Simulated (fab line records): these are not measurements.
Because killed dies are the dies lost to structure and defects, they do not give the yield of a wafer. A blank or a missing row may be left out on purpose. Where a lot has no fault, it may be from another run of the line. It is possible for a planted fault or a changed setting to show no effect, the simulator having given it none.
Split-lot experiment    flow n5 finfet    on a route of 1938 steps: 7 lots, 33 wafers read

ON THE SPLIT
At N5_BEOL_M5_TRENCH_ETCH_37 (etches SiCOH lowk in C4F6/O2, target depth 71.652 nm, time 24.7 s), the setting time s was moved away from the recipe's 24.7 s on 13 of the 33 wafers read, by -55.3% to +57.9%. This setting was run at the recipe's value on the other wafers.

FROM THE SPLIT TO THE READING: what the file shows between them, 8 steps
- N5_BEOL_M5_ETCH_41: etches SiCN in CH3F/O2, target depth 31.5 nm, time 56.7 s
- N5_BEOL_M5_STRIP_91: strips in N2/H2, time 10 s
- N5_BEOL_M5_OCD_MEAS_38
- N5_BEOL_M5_HM_STRIP_39: strips TiN in peroxide tin strip, target depth 25 nm, time 158 s
- N5_BEOL_M5_SRD_40: time 30 s
- N5_BEOL_M5_ECD_50: material Cu, target thk 300 nm
- N5_BEOL_M5_ANNEAL_51: time 90 s
- N5_BEOL_M5_CMP_52: polishes, stops on SiCOH lowk, t overpolish 6.9 s, target thk 62 nm

THE READING
M5_THK, in nm, at N5_BEOL_M5_THK_MEAS_53 (measures by xrf). Typical for fault-free wafers on this fab line: 60.8 nm, with standard deviation 1.6 nm.

wafer   tool, chamber at the split  time s as run, s  against the recipe  M5_THK, nm  against lot-mates on the recipe
L075.2  rie diel-06, 2              24.7              recipe              61.4        -
L075.3  rie diel-06, 1              24.7              recipe              62.0        -
L075.4  rie diel-06, 0              24.7              recipe              60.8        -
L076.1  rie diel-05, 2              34.78             +40.8%              88.6        +27.6
L076.2  rie diel-05, 3              24.7              recipe              60.9        -
L076.3  rie diel-05, 0              24.7              recipe              60.5        -
L076.4  rie diel-05, 1              34.78             +40.8%              90.0        +29.0
L076.5  rie diel-05, 0              34.78             +40.8%              89.8        +28.8
L076.6  rie diel-05, 3              24.7              recipe              61.6        -
L077.2  rie diel-05, 0              24.7              recipe              60.1        -
L077.5  rie diel-05, 0              24.7              recipe              60.3        -
L077.6  rie diel-05, 3              28.63             +15.9%              71.9        +11.7
L078.1  rie diel-06, 1              39                +57.9%              102.9       +42.3
L078.2  rie diel-06, 2              24.7              recipe              59.8        -
L078.3  rie diel-06, 0              24.7              recipe              60.7        -
L078.4  rie diel-06, 3              24.7              recipe              61.4        -
L078.5  rie diel-06, 0              39                +57.9%              101.6       +41.0
L078.6  rie diel-06, 1              39                +57.9%              102.2       +41.6
L093.2  rie diel-06, 2              24.7              recipe              58.0        -
L093.4  rie diel-06, 0              24.7              recipe              59.1        -
L093.5  rie diel-06, 0              24.7              recipe              60.4        -
L094.1  rie diel-06, 2              11.04             -55.3%              22.4        -37.8
L094.2  rie diel-06, 0              24.7              recipe              58.4        -
L094.3  rie diel-06, 1              24.7              recipe              60.7        -
L094.4  rie diel-06, 3              11.04             -55.3%              24.2        -36.0
L094.5  rie diel-06, 0              11.04             -55.3%              23.6        -36.6
L094.6  rie diel-06, 1              24.7              recipe              61.5        -
L097.1  rie diel-06, 0              24.7              recipe              61.5        -
L097.2  rie diel-06, 3              11.46             -53.6%              23.2        -38.3
L097.3  rie diel-06, 1              24.7              recipe              61.0        -
L097.4  rie diel-06, 2              11.46             -53.6%              22.6        -38.9
L097.5  rie diel-06, 2              11.46             -53.6%              22.4        -39.1
L097.6  rie diel-06, 1              24.7              recipe              62.1        -

FIT RESULTS
A straight line over all 33 wafers: M5_THK changes by +0.701 nm for each +1% of time s; r = +1.00; the points scatter about the line by 1.1 nm.
The same after taking each lot's own level away (the mean of its wafers on the recipe; 33 wafers): +0.702 nm for each +1%; r = +1.00; scatter 1 nm.
On that fit, the largest move of time s shifts the reading by 41 nm.
Across the lots, their own levels run from 59.17 to 61.53 nm, a range of 1.5 times the standard deviation given above.
The two slopes are in agreement: the lot-to-lot level therefore moves the slope only a little.
Check: with one of the wafers moved furthest among these (+57.9%) left out of the fit, the line predicts +40.6 nm for it against its lot-mates. It came out at +42.3 nm against them.

THESE WAFERS: OTHER SPLITS
Other splits were also applied to these wafers ahead of the reading. Each is held against what the fit with the lots' levels taken away leaves over:
other split on the same wafers  wafers away from the commonest value  r with M5_THK (lot level and that fit taken away)
N5_BEOL_M3_ETCH_64 time s       9                                     -0.33

THE WHOLE CHAIN: every reading that the file lists as answering this split, in the file's order
step                       what it does                                                         reading                                                                           change (the file's fit)                                                               r (the file's)
N5_BEOL_M5_TRENCH_ETCH_37  etches SiCOH lowk in C4F6/O2, target depth 71.652 nm, time 24.7 s    etch.depth nm (the simulator's own value, which no gauge read)                    +0.723 nm for each +1% of the setting                                                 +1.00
N5_BEOL_M5_TRENCH_ETCH_37  etches SiCOH lowk in C4F6/O2, target depth 71.652 nm, time 24.7 s    BEOL_M5.feature depth nm (the simulator's own value, which no gauge read)         +0.723 nm for each +1% of the setting                                                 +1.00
N5_BEOL_M5_TRENCH_ETCH_37  etches SiCOH lowk in C4F6/O2, target depth 71.652 nm, time 24.7 s    TiN_of_BEOL_M5_HM_DEP_02.thk nm (the simulator's own value, which no gauge read)  -0.0218 nm for each +1% of the setting                                                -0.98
N5_BEOL_M5_OCD_MEAS_38                                                                          trench depth nm                                                                   +0.724 nm for each +1% of the setting                                                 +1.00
N5_BEOL_M5_CMP_52          polishes, stops on SiCOH lowk, t overpolish 6.9 s, target thk 62 nm  Cu_of_BEOL_M5_ECD_50.thk nm (the simulator's own value, which no gauge read)      +0.716 nm for each +1% of the setting                                                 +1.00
N5_BEOL_M5_THK_MEAS_53     measures by xrf                                                      M5_THK                                                                            +0.703 for each +1% of the setting                                                    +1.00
N5_BEOL_M5_RS_MEAS_57      measures by four-point-probe                                         M5_RS                                                                             not straight: 1.317 at the lowest setting, 0.390 at the recipe, 0.212 at the highest  not given

THE FILE'S OWN FIT
M5_THK changes by +0.703 nm for each +1% of time s, r = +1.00.
